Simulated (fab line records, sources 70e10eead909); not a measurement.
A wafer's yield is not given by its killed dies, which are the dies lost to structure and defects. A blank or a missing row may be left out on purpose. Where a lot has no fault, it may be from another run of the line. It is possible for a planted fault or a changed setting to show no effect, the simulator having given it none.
fab line records | flow nand-harc
record lots=23 wafers=69 last-day=25
route steps=1159 shown A_CONTACT@874
lots with no fault: from the same line, run without faults
start-h: start of the lot's first displayed wafer, in hours after the record's first day | wait-h: hours from the lot's prior step to this one | " identical to the entry in the row above | L1.1+2: one row covering several wafers at once | - value missing, or start not given | * or withheld: withheld | < > ~ a bound
route shown NAME@n: a module of which the file shows steps, and the number in the route of the first | usual: the fault-free wafers' mean and standard deviation | same: alike in all rows | chamber/n: place in a boat | sites: the reading at each site | _std_site: standard deviation of those values | _edge_site: inner sites' mean taken away from outer sites' mean | radius-mm: how far each site lies from the wafer's centre | mask NAME#n: copy n | behind: the tool/chamber that last shaped the wafer | hold: why the lot was held/for how many hours/how that ended | device: whichever transistor did not switch (one of n, p or np) | end of line: the same wafers' tests at the end of the route | for a step that has no rows: nothing shown but its recipe | killed: dies that structure and defects cost at the first sort, which is not the same as the wafer's yield | map: the dies of a wafer, with x for killed, . for not killed, _ for no die there
set.NAME: the setting as run; set.NAME@STEP: as run at that earlier step | model.NAME: the simulator's own value behind a step, which no gauge read
one table for each step of the route and one row for each wafer, over a sample of lots
services: the hour from which a tool's chamber was out of use, counted from the record's first day as start-h (under 0 if before that day), plus the number of hours and why
## steps
# step NHARC_A_CONTACT_ETCH_123
# recipe source-w=withheld pressure-mtorr=20 bias-v=400 time-s=253 target-depth-a=10900 ar-flow-sccm=withheld c4f8-flow-sccm=11.5 o2-flow-sccm=7.2 chemistry=C4F8/O2/Ar
# usual chamber-pressure-mTorr=20.000/0.018
# columns lot.wafer tool chamber start-h wait-h chamber-pressure-mTorr rf-hours-counter-h
L074.4 har-cap-etch-03 1 367.81 0.2 20.012 -
L074.3 " 0 " " 19.972 -
L074.5 " 0 " " 20.001 -
L075.1 har-cap-etch-01 1 376.47 0.1 19.981 56
L075.4 " 0 " " 20.003 -
L075.5 " 0 " " 19.988 -
L077.1 har-cap-etch-03 0 376.96 0.1 20.003 79
L077.2 " 1 " " 20.012 79
L077.6 " 1 " " 20.012 -
L076.2 har-cap-etch-01 0 380.71 0.1 20.016 58
L076.4 " 1 " " 19.989 -
L076.6 " 1 " " 19.999 -
L079.1 har-cap-etch-02 0 389.47 0.1 20.023 14
L079.2 " 1 " " 20.014 14
L079.5 " 0 " " 19.978 -
L081.4 har-cap-etch-02 0 401.78 0.2 19.955 -
L081.6 " 0 " " 20.014 -
L081.5 " 1 " " 19.980 -
L080.4 har-cap-etch-01 0 404.03 0.2 20.023 -
L080.3 " 1 " " 19.992 -
L080.5 " 0 " " 20.012 -
L082.2 har-cap-etch-01 1 419.42 0.1 19.967 65
L082.1 " 0 " " 19.983 65
L082.4 " 0 " " 19.994 -
L083.2 har-cap-etch-03 1 419.50 0.2 19.963 86
L083.3 " 1 " " 20.024 -
L083.5 " 0 " " 20.001 -
L085.1 har-cap-etch-01 1 432.70 0.1 19.985 67
L085.2 " 0 " " 20.008 67
L085.4 " 0 " " 19.990 -
L084.1 har-cap-etch-03 1 433.01 0.1 19.978 88
L084.4 " 0 " " 20.016 -
L084.5 " 1 " " 19.983 -
L087.2 har-cap-etch-01 0 442.44 0.1 20.032 69
L087.4 " 0 " " 20.024 -
L087.5 " 0 " " 20.006 -
L088.2 har-cap-etch-02 1 442.92 0.1 19.986 25
L088.4 " 1 " " 19.993 -
L088.5 " 1 " " 20.008 -
L086.1 har-cap-etch-01 0 446.48 0.1 19.977 70
L086.2 " 1 " " 20.001 70
L086.4 " 1 " " 20.006 -
L089.1 har-cap-etch-02 1 459.97 0.1 20.013 28
L089.3 " 0 " " 20.000 -
L089.4 " 1 " " 19.970 -
L090.1 har-cap-etch-03 0 461.31 0.1 19.986 94
L090.3 " 0 " " 20.020 -
L090.6 " 0 " " 20.012 -
L092.3 har-cap-etch-01 1 472.02 0.2 20.023 -
L092.4 " 0 " " 20.008 -
L092.6 " 1 " " 20.032 -
L091.2 har-cap-etch-03 0 475.23 0.1 19.998 96
L091.3 " 1 " " 20.006 -
L091.4 " 0 " " 20.022 -
L094.2 har-cap-etch-01 0 477.21 0.1 19.996 75
L094.4 " 0 " " 20.018 -
L094.3 " 1 " " 20.001 -
L093.1 har-cap-etch-03 1 478.01 0.1 20.020 98
L093.3 " 1 " " 20.005 -
L093.6 " 0 " " 20.029 -
L095.1 har-cap-etch-03 1 496.10 0.1 20.000 101
L095.2 " 0 " " 19.974 101
L095.4 " 0 " " 19.996 -
L097.1 har-cap-etch-02 1 501.92 0.1 20.005 35
L097.4 " 0 " " 19.994 -
L097.6 " 0 " " 20.026 -
L096.1 har-cap-etch-03 1 506.62 0.1 20.018 102
L096.3 " 1 " " 19.977 -
L096.5 " 1 " " 20.006 -
# step NHARC_A_CONTACT_ETCH_90
# recipe target-depth-a=400 over-etch-frac=0.5 time-s=85.7 ion-energy-ev=120 ch3f-flow-sccm=50 o2-flow-sccm=30 ar-flow-sccm=200 rf-w=500 bias-w=100 chemistry=CH3F/O2
# usual chamber-pressure-mTorr=25.001/0.024 drypump-motor-current-A=5.4/0.46 oes-product-au=0.97/0.038 rf-vpp-V=244.3/1.4 showerhead-plenum-p-Torr=2.46/0.088 throttle-valve-pct=20.663/0.0083
# same over-etch-frac=0.5
# columns lot.wafer tool chamber start-h wait-h chamber-pressure-mTorr drypump-motor-current-A oes-product-au rf-hours-counter-h rf-vpp-V showerhead-plenum-p-Torr throttle-valve-pct
L074.3 rie-diel-04 2 368.31 0.4 24.943 5.8 1.01 27 243.4 2.42 20.672
L074.4 " 2 " " 24.968 5.9 1.01 - 244.0 2.42 20.658
L074.5 " 0 " " 24.951 5.6 1.01 - 243.2 2.44 20.666
L075.4 rie-diel-12 2 377.08 0.4 24.968 5.1 0.94 37 245.2 2.41 20.656
L075.1 " 3 " " 25.016 6.2 0.93 38 241.8 2.35 20.663
L075.5 " 2 " " 24.999 5.2 0.95 - 243.5 2.41 20.665
L077.2 rie-diel-12 3 377.56 0.5 25.040 6.2 0.93 38 243.4 2.35 20.669
L077.1 " 1 " " 25.060 4.7 0.94 29 246.3 2.58 20.645
L077.6 " 3 " " 24.966 6.2 0.94 - 242.9 2.35 20.654
L076.2 rie-diel-02 0 381.29 0.5 24.955 6.0 1.02 14 245.0 2.41 20.671
L076.4 " 1 " " 24.991 5.5 1.02 14 243.5 2.49 20.652
L076.6 " 2 " " 24.994 5.2 1.01 - 247.4 2.65 20.676
L079.1 rie-diel-12 0 390.07 0.6 25.015 5.5 1.00 0 245.2 2.44 20.675
L079.2 " 2 " " 24.959 5.2 1.00 0 243.5 2.41 20.664
L079.5 " 3 " " 25.002 6.1 0.99 - 244.3 2.35 20.662
L081.4 rie-diel-12 2 402.30 0.5 25.009 5.2 0.94 3 244.4 2.40 20.657
L081.6 " 1 " " 25.028 4.7 0.93 - 245.1 2.57 20.688
L081.5 " 2 " " 25.005 5.2 0.94 - 243.5 2.40 20.651
L080.4 rie-diel-12 1 404.52 0.4 24.999 4.7 0.99 3 246.0 2.57 20.670
L080.3 " 0 " " 24.939 5.5 1.00 3 244.3 2.44 20.663
L080.5 " 2 " " 24.977 5.2 1.01 - 242.9 2.40 20.666
L082.2 rie-diel-12 1 420.02 0.5 25.000 4.7 0.99 5 245.9 2.57 20.661
L082.4 " 2 " " 24.971 5.2 1.01 5 244.7 2.40 20.661
L082.1 " 0 " " 24.987 5.5 0.99 5 243.8 2.44 20.652
L083.3 rie-diel-02 1 420.25 0.5 24.968 5.5 1.02 28 245.5 2.48 20.668
L083.2 " 2 " " 24.985 5.2 1.02 29 246.7 2.65 20.665
L083.5 " 2 " " 25.006 5.2 1.02 - 246.5 2.65 20.669
L085.1 rie-diel-02 3 433.32 0.6 25.022 5.4 0.94 27 243.4 2.45 20.667
L085.4 " 0 " " 25.014 6.0 0.94 32 244.2 2.41 20.662
L085.2 " 1 " " 25.032 5.5 0.94 33 245.9 2.48 20.684
L084.1 rie-diel-04 3 433.63 0.6 24.981 5.2 0.92 50 242.7 2.33 20.677
L084.4 " 1 " " 25.003 4.9 0.94 54 244.1 2.44 20.672
L084.5 " 2 " " 25.050 5.8 0.94 - 245.0 2.41 20.660
L087.4 rie-diel-12 2 443.04 0.4 24.987 5.2 1.01 9 244.1 2.40 20.666
L087.2 " 0 " " 25.015 5.5 0.99 9 244.8 2.44 20.670
L087.5 " 2 " " 24.976 5.2 1.00 - 243.5 2.40 20.667
L088.2 rie-diel-02 0 443.47 0.5 24.997 6.0 0.93 36 243.0 2.41 20.646
L088.4 " 2 " " 25.016 5.2 0.94 37 247.0 2.64 20.659
L088.5 " 1 " " 24.989 5.5 0.93 - 243.8 2.48 20.655
L086.2 rie-diel-02 0 447.11 0.5 25.036 6.0 0.94 38 242.7 2.40 20.654
L086.1 " 1 " " 25.011 5.5 0.93 40 243.6 2.48 20.670
L086.4 " 2 " " 25.011 5.2 0.94 39 246.3 2.64 20.663
L089.3 rie-diel-12 0 460.51 0.4 24.978 5.5 0.93 12 244.5 2.44 20.669
L089.1 " 1 " " 25.001 4.7 0.92 13 245.4 2.57 20.657
L089.4 " 2 " " 24.987 5.2 0.94 13 242.9 2.40 20.660
L090.3 rie-diel-02 3 461.89 0.4 25.006 5.4 1.00 38 245.0 2.44 20.662
L090.1 " 0 " " 24.987 5.9 0.94 44 243.0 2.40 20.660
L090.6 " 1 " " 24.997 5.5 0.93 - 244.9 2.47 20.662
L092.3 rie-diel-12 2 472.56 0.5 25.009 5.2 0.93 15 243.1 2.40 20.663
L092.4 " 3 " " 25.021 6.2 0.92 15 241.8 2.34 20.669
L092.6 " 0 " " 24.959 5.5 0.92 - 243.3 2.44 20.674
L091.2 rie-diel-04 0 475.91 0.6 25.040 5.6 1.00 0 243.1 2.43 20.638
L091.4 " 1 " " 25.003 5.0 1.02 0 243.2 2.43 20.675
L091.3 " 2 " " 25.060 5.8 1.03 0 244.1 2.40 20.664
L094.3 rie-diel-04 3 477.81 0.4 24.966 5.2 1.01 1 243.5 2.33 20.646
L094.2 " 0 " " 24.996 5.6 0.99 1 244.3 2.42 20.669
L094.4 " 1 " " 25.014 4.9 1.01 1 243.6 2.43 20.654
L093.1 rie-diel-12 2 478.62 0.6 25.007 5.2 0.93 18 243.5 2.40 20.660
L093.3 " 3 " " 25.022 6.2 0.92 18 242.7 2.34 20.664
L093.6 " 2 " " 25.013 5.2 0.93 - 242.5 2.40 20.674
L095.1 rie-diel-12 0 496.71 0.6 24.989 5.5 0.93 20 243.4 2.44 20.661
L095.2 " 1 " " 25.026 4.7 0.94 22 245.6 2.57 20.670
L095.4 " 2 " " 24.966 5.2 0.95 22 243.2 2.40 20.660
L097.1 rie-diel-12 0 502.46 0.5 25.005 5.5 0.98 21 243.5 2.44 20.675
L097.4 " 1 " " 25.016 4.7 0.99 23 247.3 2.57 20.663
L097.6 " 0 " " 24.973 5.5 0.98 - 244.1 2.44 20.669
L096.1 rie-diel-12 2 507.24 0.6 24.993 5.2 0.94 23 242.8 2.40 20.672
L096.3 " 3 " " 25.016 6.2 0.92 23 242.7 2.34 20.658
L096.5 " 0 " " 25.047 5.5 0.92 - 244.6 2.44 20.667
# step NHARC_A_CONTACT_ETCH_124
# recipe source-w=withheld pressure-mtorr=20 bias-v=withheld time-s=140 target-depth-a=7000 ar-flow-sccm=withheld c4f8-flow-sccm=withheld o2-flow-sccm=withheld chemistry=C4F8/O2/Ar
# usual chamber-pressure-mTorr=20.000/0.017
# columns lot.wafer tool chamber start-h wait-h chamber-pressure-mTorr rf-hours-counter-h
L074.3 har-cap-etch-02 1 373.26 - 20.014 -
L074.4 " 0 " " 20.013 -
L074.5 " 1 " " 19.997 -
L075.1 har-cap-etch-02 0 383.39 - 19.990 12
L075.4 " 1 " " 20.005 -
L075.5 " 0 " " 19.973 -
L077.1 har-cap-etch-03 0 384.88 - 20.028 80
L077.2 " 1 " " 19.990 80
L077.6 " 0 " " 19.980 -
L076.2 har-cap-etch-01 0 388.76 - 19.976 59
L076.4 " 0 " " 20.013 -
L076.6 " 1 " " 20.016 -
L079.1 har-cap-etch-01 1 395.34 - 19.996 60
L079.2 " 0 " " 20.026 60
L079.5 " 1 " " 20.010 -
L081.4 har-cap-etch-03 1 407.30 - 20.020 -
L081.5 " 1 " " 20.005 -
L081.6 " 0 " " 20.012 -
L080.3 har-cap-etch-01 1 409.58 - 19.992 -
L080.4 " 0 " " 19.980 -
L080.5 " 1 " " 20.002 -
L083.2 har-cap-etch-03 0 425.25 - 20.000 86
L083.3 " 1 " " 20.018 -
L083.5 " 1 " " 19.999 -
L082.1 har-cap-etch-02 0 425.53 - 20.001 20
L082.2 " 1 " " 19.962 20
L082.4 " 1 " " 20.001 -
L085.1 har-cap-etch-02 1 438.76 - 20.000 22
L085.2 " 0 " " 20.020 22
L085.4 " 0 " " 19.983 -
L084.1 har-cap-etch-03 0 439.96 - 19.982 89
L084.4 " 0 " " 19.988 -
L084.5 " 1 " " 20.000 -
L087.2 har-cap-etch-03 0 448.80 - 20.000 91
L087.4 " 0 " " 19.978 -
L087.5 " 1 " " 19.971 -
L088.2 har-cap-etch-01 0 449.25 - 19.992 70
L088.4 " 1 " " 19.983 -
L088.5 " 1 " " 19.966 -
L086.2 har-cap-etch-02 0 452.43 - 20.018 26
L086.1 " 1 " " 20.009 26
L086.4 " 0 " " 20.037 -
L089.1 har-cap-etch-02 0 465.50 - 20.000 28
L089.3 " 0 " " 19.971 -
L089.4 " 1 " " 19.995 -
L090.1 har-cap-etch-03 1 468.60 - 20.002 94
L090.3 " 1 " " 20.021 -
L090.6 " 1 " " 20.014 -
L092.4 har-cap-etch-02 1 478.25 - 19.992 -
L092.3 " 0 " " 20.014 -
L092.6 " 0 " " 20.041 -
L091.2 har-cap-etch-01 1 481.62 - 19.982 75
L091.3 " 1 " " 20.027 -
L091.4 " 0 " " 20.011 -
L094.2 har-cap-etch-03 0 482.72 - 19.985 98
L094.4 " 0 " " 19.998 -
L094.3 " 1 " " 19.995 -
L093.1 har-cap-etch-02 1 483.57 - 19.994 32
L093.3 " 1 " " 20.005 -
L093.6 " 1 " " 19.984 -
L095.1 har-cap-etch-01 1 501.89 - 20.020 78
L095.2 " 0 " " 19.976 78
L095.4 " 1 " " 19.994 -
L097.1 har-cap-etch-02 0 507.73 - 20.015 35
L097.4 " 1 " " 19.979 -
L097.6 " 0 " " 19.993 -
L096.1 har-cap-etch-02 1 514.55 - 20.011 37
L096.3 " 0 " " 20.011 -
L096.5 " 1 " " 20.020 -
# step NHARC_A_CONTACT_ETCH_125
# recipe source-w=withheld pressure-mtorr=20 bias-v=1200 time-s=155 target-depth-a=9560 ar-flow-sccm=withheld c4f8-flow-sccm=withheld o2-flow-sccm=withheld chemistry=C4F8/O2/Ar
# usual chamber-pressure-mTorr=20.000/0.02
# columns lot.wafer tool chamber start-h wait-h chamber-pressure-mTorr rf-hours-counter-h
L074.3 har-cap-etch-02 1 373.44 0.1 19.949 -
L074.4 " 0 " " 20.007 -
L074.5 " 1 " " 19.975 -
L075.1 har-cap-etch-02 0 383.59 0.2 20.003 12
L075.4 " 1 " " 20.052 -
L075.5 " 0 " " 19.983 -
L077.1 har-cap-etch-03 0 385.08 0.2 19.989 80
L077.2 " 1 " " 20.008 80
L077.6 " 0 " " 19.971 -
L076.2 har-cap-etch-01 0 388.95 0.2 19.996 59
L076.4 " 0 " " 19.990 -
L076.6 " 1 " " 19.985 -
L079.1 har-cap-etch-01 1 395.54 0.2 20.012 60
L079.2 " 0 " " 20.013 60
L079.5 " 1 " " 19.991 -
L081.4 har-cap-etch-03 1 407.54 0.2 20.002 -
L081.5 " 1 " " 20.031 -
L081.6 " 0 " " 20.008 -
L080.3 har-cap-etch-01 1 409.76 0.1 20.008 -
L080.4 " 0 " " 19.999 -
L080.5 " 1 " " 20.016 -
L083.2 har-cap-etch-03 0 425.45 0.2 20.026 86
L083.3 " 1 " " 20.001 -
L083.5 " 1 " " 19.972 -
L082.1 har-cap-etch-02 0 425.73 0.2 19.975 20
L082.2 " 1 " " 20.046 20
L082.4 " 1 " " 19.975 -
L085.1 har-cap-etch-02 1 438.96 0.2 20.014 22
L085.2 " 0 " " 20.022 22
L085.4 " 0 " " 20.015 -
L084.1 har-cap-etch-03 0 440.15 0.2 20.016 89
L084.4 " 0 " " 20.029 -
L084.5 " 1 " " 19.994 -
L087.2 har-cap-etch-03 0 449.00 0.2 19.970 91
L087.4 " 0 " " 20.020 -
L087.5 " 1 " " 20.028 -
L088.2 har-cap-etch-01 0 449.44 0.2 20.006 70
L088.4 " 1 " " 20.013 -
L088.5 " 1 " " 20.012 -
L086.2 har-cap-etch-02 0 452.62 0.2 20.020 26
L086.1 " 1 " " 19.996 26
L086.4 " 0 " " 20.005 -
L089.1 har-cap-etch-02 0 465.70 0.2 20.000 28
L089.3 " 0 " " 19.988 -
L089.4 " 1 " " 19.981 -
L090.1 har-cap-etch-03 1 468.80 0.2 19.974 94
L090.3 " 1 " " 20.027 -
L090.6 " 1 " " 20.010 -
L092.4 har-cap-etch-02 1 478.43 0.1 20.017 -
L092.3 " 0 " " 20.000 -
L092.6 " 0 " " 20.018 -
L091.2 har-cap-etch-01 1 481.82 0.2 19.986 75
L091.3 " 1 " " 19.986 -
L091.4 " 0 " " 19.999 -
L094.2 har-cap-etch-03 0 482.92 0.2 19.990 98
L094.4 " 0 " " 19.963 -
L094.3 " 1 " " 19.970 -
L093.1 har-cap-etch-02 1 483.77 0.2 19.956 32
L093.3 " 1 " " 20.010 -
L093.6 " 1 " " 19.972 -
L095.1 har-cap-etch-01 1 502.09 0.2 20.004 78
L095.2 " 0 " " 19.994 78
L095.4 " 1 " " 20.002 -
L097.1 har-cap-etch-02 0 507.92 0.2 19.999 36
L097.4 " 1 " " 20.003 -
L097.6 " 0 " " 19.987 -
L096.1 har-cap-etch-02 1 514.74 0.2 19.977 37
L096.3 " 0 " " 20.004 -
L096.5 " 1 " " 19.969 -
# step NHARC_A_CONTACT_ETCH_131
# recipe source-w=withheld pressure-mtorr=20 bias-v=1200 time-s=155 target-depth-a=9560 ar-flow-sccm=withheld c4f8-flow-sccm=withheld o2-flow-sccm=withheld chemistry=C4F8/O2/Ar
# usual chamber-pressure-mTorr=20.000/0.019
# columns lot.wafer tool chamber start-h wait-h chamber-pressure-mTorr rf-hours-counter-h
L074.3 har-cap-etch-02 1 374.28 0.1 19.982 -
L074.4 " 0 " " 20.012 -
L074.5 " 1 " " 20.008 -
L075.1 har-cap-etch-02 0 384.44 0.1 20.040 13
L075.4 " 1 " " 20.001 -
L075.5 " 0 " " 19.992 -
L077.1 har-cap-etch-03 0 385.94 0.1 19.981 81
L077.2 " 1 " " 19.989 81
L077.6 " 0 " " 20.027 -
L076.2 har-cap-etch-01 0 389.81 0.1 20.017 59
L076.4 " 0 " " 20.009 -
L076.6 " 1 " " 19.987 -
L079.1 har-cap-etch-01 1 396.38 0.1 20.013 61
L079.2 " 0 " " 20.008 61
L079.5 " 1 " " 19.975 -
L081.4 har-cap-etch-03 1 408.68 0.2 19.990 -
L081.5 " 1 " " 20.019 -
L081.6 " 0 " " 20.013 -
L080.3 har-cap-etch-01 1 410.61 0.1 19.991 -
L080.4 " 0 " " 20.002 -
L080.5 " 1 " " 19.976 -
L083.2 har-cap-etch-03 0 426.30 0.1 19.993 87
L083.3 " 1 " " 20.024 -
L083.5 " 1 " " 20.001 -
L082.1 har-cap-etch-02 0 426.57 0.1 20.035 21
L082.2 " 1 " " 19.991 21
L082.4 " 1 " " 20.024 -
L085.1 har-cap-etch-02 1 439.81 0.1 20.026 23
L085.2 " 0 " " 19.989 23
L085.4 " 0 " " 19.986 -
L084.1 har-cap-etch-03 0 441.00 0.1 20.006 90
L084.4 " 0 " " 20.019 -
L084.5 " 1 " " 20.003 -
L087.2 har-cap-etch-03 0 449.85 0.1 19.990 92
L087.4 " 0 " " 20.015 -
L087.5 " 1 " " 19.999 -
L088.2 har-cap-etch-01 0 450.29 0.1 20.036 71
L088.4 " 1 " " 19.986 -
L088.5 " 1 " " 19.998 -
L086.2 har-cap-etch-02 0 453.47 0.1 20.019 26
L086.1 " 1 " " 19.989 26
L086.4 " 0 " " 19.976 -
L089.1 har-cap-etch-02 0 466.56 0.1 20.008 29
L089.3 " 0 " " 20.001 -
L089.4 " 1 " " 19.980 -
L090.1 har-cap-etch-03 1 469.65 0.1 20.011 95
L090.3 " 1 " " 20.017 -
L090.6 " 1 " " 19.986 -
L092.4 har-cap-etch-02 1 479.28 0.1 19.966 -
L092.3 " 0 " " 20.021 -
L092.6 " 0 " " 19.995 -
L091.2 har-cap-etch-01 1 482.67 0.1 20.016 76
L091.3 " 1 " " 19.972 -
L091.4 " 0 " " 20.022 -
L094.2 har-cap-etch-03 0 483.77 0.1 19.988 99
L094.4 " 0 " " 19.966 -
L094.3 " 1 " " 20.005 -
L093.1 har-cap-etch-02 1 484.62 0.1 20.002 33
L093.3 " 1 " " 20.000 -
L093.6 " 1 " " 19.983 -
L095.1 har-cap-etch-01 1 502.94 0.1 20.009 79
L095.2 " 0 " " 20.020 79
L095.4 " 1 " " 20.011 -
L097.1 har-cap-etch-02 0 508.76 0.1 19.997 36
L097.4 " 1 " " 19.971 -
L097.6 " 0 " " 19.989 -
L096.1 har-cap-etch-02 1 515.59 0.1 20.001 38
L096.3 " 0 " " 20.000 -
L096.5 " 1 " " 20.006 -
# step NHARC_A_CONTACT_ETCH_106
# recipe target-depth-a=600 overetch-a=60 time-s=33 ion-energy-ev=100 cf4-flow-sccm=80 o2-flow-sccm=20 ar-flow-sccm=0 rf-w=300 bias-w=100 chemistry=CF4/O2
# usual cf4-flow-sccm=79.98/0.23 chamber-pressure-mTorr=29.999/0.027 drypump-motor-current-A=5.4/0.44 oes_o_777_au=1.000/0.0049 oes-product-au=1.004/0.011 rf-vpp-V=197.6/1.2 showerhead-plenum-p-Torr=1.32/0.047 throttle-valve-pct=13.398/0.0092
# columns lot.wafer tool chamber start-h wait-h cf4-flow-sccm chamber-pressure-mTorr drypump-motor-current-A oes_o_777_au oes-product-au rf-hours-counter-h rf-vpp-V showerhead-plenum-p-Torr throttle-valve-pct
L074.3 rie-diel-04 2 375.60 0.1 79.77 29.928 5.8 0.998 1.000 31 197.7 1.31 13.390
L074.4 " 0 " " 80.01 29.984 5.6 1.009 1.007 32 197.1 1.32 13.402
L074.5 " 2 " " 79.96 29.995 5.8 0.994 0.998 - 197.1 1.31 13.400
L075.1 rie-diel-04 2 386.01 0.1 79.91 29.987 5.9 0.996 1.004 37 196.2 1.31 13.389
L075.4 " 3 " " 79.87 29.984 5.3 1.005 0.995 32 196.5 1.27 13.384
L075.5 " 2 " " 79.79 29.994 5.8 0.995 1.012 - 198.1 1.31 13.401
L077.2 rie-diel-04 3 388.52 0.3 80.11 29.993 5.2 1.010 1.003 34 197.8 1.27 13.401
L077.1 " 1 " " 80.23 30.010 5.0 1.002 1.002 36 197.3 1.33 13.403
L077.6 " 2 " " 79.73 30.005 5.8 1.001 1.006 - 196.0 1.31 13.385
L076.2 rie-diel-12 2 391.27 0.1 79.81 29.990 5.2 0.997 1.001 0 198.1 1.31 13.395
L076.4 " 3 " " 80.24 30.035 6.2 1.005 1.010 0 197.4 1.27 13.412
L076.6 " 2 " " 79.43 29.998 5.2 1.002 1.019 - 196.2 1.31 13.403
L079.1 rie-diel-02 3 397.75 0.1 79.82 29.985 5.4 0.999 1.010 15 198.3 1.33 13.397
L079.2 " 0 " " 79.51 29.999 6.0 1.004 1.014 20 196.2 1.31 13.413
L079.5 " 3 " " 79.55 30.005 5.4 0.995 1.010 - 198.5 1.33 13.390
L081.4 rie-diel-12 3 410.19 0.1 79.63 29.970 6.2 1.004 1.002 3 196.8 1.27 13.389
L081.5 " 2 " " 79.77 30.008 5.1 0.999 1.006 - 198.8 1.30 13.403
L081.6 " 3 " " 80.02 30.015 6.2 0.996 1.003 - 197.4 1.27 13.404
L080.4 rie-diel-12 2 411.95 0.1 79.83 30.037 5.1 1.000 1.018 3 196.9 1.30 13.407
L080.3 " 0 " " 79.80 30.024 5.5 1.008 0.997 3 197.6 1.33 13.417
L080.5 " 3 " " 80.38 29.981 6.2 1.007 1.014 - 196.2 1.27 13.408
L083.2 rie-diel-12 2 427.66 0.0 79.98 30.006 5.2 1.000 1.007 6 196.2 1.30 13.402
L083.3 " 1 " " 80.08 30.006 4.7 1.007 0.989 6 199.5 1.40 13.386
L083.5 " 2 " " 79.97 29.965 5.2 1.000 1.001 - 196.8 1.30 13.394
L082.4 rie-diel-02 3 427.99 0.1 79.85 30.027 5.4 0.998 1.017 25 195.9 1.33 13.401
L082.1 " 0 " " 79.85 29.993 6.0 0.999 1.002 29 196.8 1.31 13.394
L082.2 " 2 " " 79.58 29.980 5.2 0.996 1.007 30 199.8 1.44 13.396
L085.4 rie-diel-04 1 441.32 0.1 79.75 29.989 4.9 1.001 1.008 57 198.4 1.32 13.400
L085.2 " 2 " " 80.04 30.027 5.8 0.998 1.012 59 197.4 1.31 13.390
L085.1 " 3 " " 79.83 29.983 5.2 1.003 0.991 53 195.9 1.26 13.393
L084.4 rie-diel-12 2 442.33 0.1 80.23 30.011 5.2 0.999 1.023 9 197.5 1.30 13.384
L084.1 " 0 " " 79.64 29.986 5.5 1.011 0.987 9 197.3 1.33 13.396
L084.5 " 2 " " 80.30 30.032 5.2 1.003 1.007 - 197.6 1.30 13.392
L087.2 rie-diel-12 1 451.33 0.0 79.78 30.002 4.6 0.996 0.983 11 198.4 1.40 13.420
L087.4 " 0 " " 79.97 29.974 5.5 1.002 0.981 10 199.2 1.33 13.382
L087.5 " 1 " " 80.10 30.004 4.7 1.001 0.985 - 199.0 1.40 13.381
L088.2 rie-diel-02 3 451.83 0.1 79.99 29.981 5.4 0.997 1.012 35 197.3 1.33 13.385
L088.4 " 0 " " 80.01 30.020 6.0 1.004 1.022 41 196.6 1.31 13.411
L088.5 " 2 " " 79.70 30.006 5.2 1.004 1.015 - 199.1 1.44 13.401
L086.2 rie-diel-02 2 454.84 0.1 79.82 29.992 5.2 1.000 1.014 42 197.7 1.44 13.383
L086.4 " 3 " " 79.81 29.981 5.4 1.010 1.004 36 197.9 1.33 13.402
L086.1 " 0 " " 79.70 29.968 6.0 1.001 1.022 41 198.8 1.30 13.389
L089.3 rie-diel-02 1 467.92 0.1 79.88 30.030 5.5 1.002 1.018 47 199.2 1.34 13.419
L089.4 " 2 " " 79.87 30.065 5.2 1.001 1.015 46 199.9 1.44 13.379
L089.1 " 3 " " 79.94 29.955 5.4 0.997 1.021 39 198.6 1.33 13.392
L090.1 rie-diel-02 2 471.01 0.0 79.88 29.972 5.2 1.002 1.003 47 200.2 1.44 13.393
L090.3 " 3 " " 80.14 30.009 5.4 0.995 1.005 40 196.9 1.32 13.384
L090.6 " 3 " " 79.78 30.001 5.4 0.994 1.010 - 195.9 1.33 13.403
L092.4 rie-diel-12 2 480.61 0.1 80.26 30.060 5.1 0.995 1.015 19 198.0 1.30 13.412
L092.3 " 3 " " 80.05 30.011 6.2 1.002 1.012 19 196.1 1.27 13.409
L092.6 " 2 " " 79.90 30.015 5.1 0.996 1.016 - 197.7 1.30 13.399
L091.2 rie-diel-12 1 484.39 0.1 80.15 29.983 4.7 1.000 0.994 20 199.3 1.39 13.402
L091.3 " 2 " " 80.11 30.050 5.2 0.998 1.006 20 198.6 1.30 13.402
L091.4 " 3 " " 80.07 30.027 6.2 1.007 0.990 20 196.7 1.27 13.406
L094.4 rie-diel-12 1 485.14 0.1 79.60 30.047 4.7 0.991 0.998 20 198.3 1.39 13.406
L094.2 " 2 " " 80.30 30.000 5.2 1.006 1.010 20 196.8 1.30 13.397
L094.3 " 3 " " 80.04 30.012 6.2 1.010 0.983 20 196.8 1.27 13.391
L093.3 rie-diel-04 0 486.06 0.1 80.28 30.058 5.6 0.992 1.005 4 198.3 1.32 13.387
L093.1 " 2 " " 79.93 30.025 5.9 0.995 1.018 4 196.6 1.30 13.402
L093.6 " 0 " " 80.22 30.012 5.6 1.002 0.992 - 197.9 1.32 13.411
L095.1 rie-diel-12 1 504.51 0.0 79.51 30.000 4.7 0.999 1.001 23 198.8 1.39 13.411
L095.4 " 3 " " 79.80 30.021 6.2 0.999 0.982 22 197.4 1.27 13.391
L095.2 " 0 " " 80.21 29.962 5.5 0.995 0.978 21 197.9 1.32 13.386
L097.4 rie-diel-12 3 510.14 0.1 79.78 29.987 6.2 0.996 0.992 24 196.2 1.27 13.405
L097.1 " 0 " " 80.43 30.006 5.5 1.004 0.978 23 197.0 1.32 13.392
L097.6 " 3 " " 80.02 29.965 6.2 0.992 0.999 - 195.3 1.27 13.401
L096.3 rie-diel-04 3 517.00 0.1 80.35 29.978 5.2 0.999 1.001 19 195.5 1.26 13.399
L096.1 " 0 " " 80.23 30.036 5.6 1.004 0.997 19 196.3 1.31 13.388
L096.5 " 0 " " 80.24 29.971 5.6 0.996 0.998 - 196.7 1.31 13.380
## services
# columns tool chamber start-h hours kind
rie-diel-12 0 358.87 - clean
rie-diel-12 1 358.87 - clean
rie-diel-12 2 358.87 - clean
rie-diel-12 3 358.87 - clean
rie-diel-04 3 359.07 13.1 repair
rie-diel-12 1 377.90 11.2 repair
rie-diel-12 - 379.40 9.0 pm
rie-diel-12 0 379.40 9.0 vent-cycle
rie-diel-12 2 379.40 9.0 vent-cycle
rie-diel-12 3 379.40 9.0 vent-cycle
rie-diel-12 0 388.40 - clean
rie-diel-12 2 388.40 - clean
rie-diel-12 3 388.40 - clean
rie-diel-12 0 412.90 - clean
rie-diel-12 1 412.90 - clean
rie-diel-12 2 412.90 - clean
rie-diel-12 3 412.90 - clean
rie-diel-04 - 465.99 9.0 pm
rie-diel-02 1 476.65 8.6 repair
rie-diel-04 1 482.68 7.7 repair
har-cap-etch-01 - 485.99 0.2 repair
rie-diel-04 0 495.01 1.6 repair
rie-diel-04 2 505.53 21.7 repair
rie-diel-02 - 505.76 9.0 pm
## key
fault none
